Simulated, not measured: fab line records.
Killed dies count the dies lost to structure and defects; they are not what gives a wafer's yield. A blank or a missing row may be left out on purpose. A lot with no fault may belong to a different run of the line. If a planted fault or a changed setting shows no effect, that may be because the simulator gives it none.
Split-lot experiment | flow n5-finfet | route with 1938 steps; 7 lots, 21 wafers read

== ON THE SPLIT ==
At N5_BEOL_M9_ETCH_66 (etches SOC in N2/H2, target depth 80 nm, overetch 16 nm, time 120 s), the setting time-s was moved away from the recipe's 120 s on 3 of the 21 wafers read, by -16.2% to +17.0%. This setting was run at the recipe's value on the other wafers.

Reading taken at the split's own step.

== THE READING ==
SiARC_of_BEOL_M9_COAT_64.thk-nm (the simulator's own value, which no gauge read), in nm, at N5_BEOL_M9_ETCH_66 (etches SOC in N2/H2, target depth 80 nm, overetch 16 nm, time 120 s). There is no usual value for it anywhere in the file. Across the 18 wafers here that went through the recipe, the average is 6.5 nm and the standard deviation 0.13 nm.

wafer  | tool, chamber at the split | time-s as run, s | against the recipe | SiARC_of_BEOL_M9_COAT_64.thk-nm, nm | against lot-mates on the recipe
L079.1 | rie-diel-06, 0             | 120              | recipe             | 6.4                                 | -
L079.2 | rie-diel-06, 1             | 100.5            | -16.2%             | 7.4                                 | +1.0
L079.5 | rie-diel-06, 2             | 100.5            | -16.2%             | 7.2                                 | +0.8
L081.1 | rie-diel-05, 3,2,0         | 120              | recipe             | 6.4                                 | -
L081.4 | rie-diel-05, 3,2,0         | 120              | recipe             | 6.4                                 | -
L081.5 | rie-diel-05, 3,2,0         | 120              | recipe             | 6.4                                 | -
L082.2 | rie-diel-06, 3             | 120              | recipe             | 6.4                                 | -
L082.4 | rie-diel-06, 1             | 120              | recipe             | 6.6                                 | -
L082.5 | rie-diel-06, 1             | 120              | recipe             | 6.6                                 | -
L086.1 | rie-diel-02, 0,3           | 120              | recipe             | 6.4                                 | -
L086.6 | rie-diel-02, 0,3           | 120              | recipe             | 6.4                                 | -
L086.5 | rie-diel-02, 2             | 120              | recipe             | 6.6                                 | -
L087.1 | rie-diel-02, 2             | 120              | recipe             | 6.6                                 | -
L087.2 | rie-diel-02, 3             | 120              | recipe             | 6.4                                 | -
L087.5 | rie-diel-02, 3             | 140.4            | +17.0%             | 5.4                                 | -1.1
L090.1 | rie-diel-05, 2             | 120              | recipe             | 6.2                                 | -
L090.6 | rie-diel-05, 2             | 120              | recipe             | 6.2                                 | -
L090.5 | rie-diel-05, 1             | 120              | recipe             | 6.6                                 | -
L096.2 | rie-diel-06, 2,2,1         | 120              | recipe             | 6.6                                 | -
L096.5 | rie-diel-06, 2,2,1         | 120              | recipe             | 6.6                                 | -
L096.6 | rie-diel-06, 2,2,1         | 120              | recipe             | 6.6                                 | -
The file does not say which wafer passed through which chamber wherever a row lists several chambers: such a row stands for several wafers.

THE FIT
A straight line over all 21 wafers: SiARC_of_BEOL_M9_COAT_64.thk-nm changes by -0.0556 nm for each +1% of time-s; r = -0.93; the points scatter about the line by 0.14 nm.
The same after taking each lot's own level away (the mean of its wafers on the recipe; 21 wafers): -0.0589 nm for each +1%; r = -0.96; scatter 0.11 nm.
On that fit, the largest move of time-s shifts the reading by 1 nm.
The lots' own levels span 6.33 to 6.60 nm, that is 2.0 times the standard deviation above.
The two slopes agree, so the slope changes little with the lot-to-lot level.
Check: for one of the wafers moved furthest among these (+17.0%), held out of the fit, the line's prediction against its lot-mates is -0.942 nm. It came out at -1.1 nm against them.

== THE OTHER SPLITS THESE WAFERS WENT THROUGH ==
Other splits were also applied to these wafers ahead of the reading. Each is held against what the fit with the lots' levels taken away leaves over:
other split on the same wafers   | wafers away from the commonest value | r with SiARC_of_BEOL_M9_COAT_64.thk-nm (lot level and that fit taken away)
N5_BEOL_M5_COAT_05 spin-rpm      | 7                                    | +0.06
N5_BEOL_M5_ETCH_72 bias-w        | 6                                    | +0.10
N5_BEOL_M5_TRENCH_ETCH_37 bias-w | 7                                    | +0.13
N5_BEOL_M5_ETCH_41 source-w      | 6                                    | -0.14
N5_BEOL_M7_COAT_05 spin-rpm      | 5                                    | +0.23
N5_BEOL_M8_COAT_59 spin-rpm      | 6                                    | -0.30
N5_BEOL_M8_TRENCH_ETCH_37 bias-w | 6                                    | +0.32

== FILE'S OWN FIT ==
SiARC_of_BEOL_M9_COAT_64.thk-nm changes by -0.0603 nm for each +1% of time-s, r = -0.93.
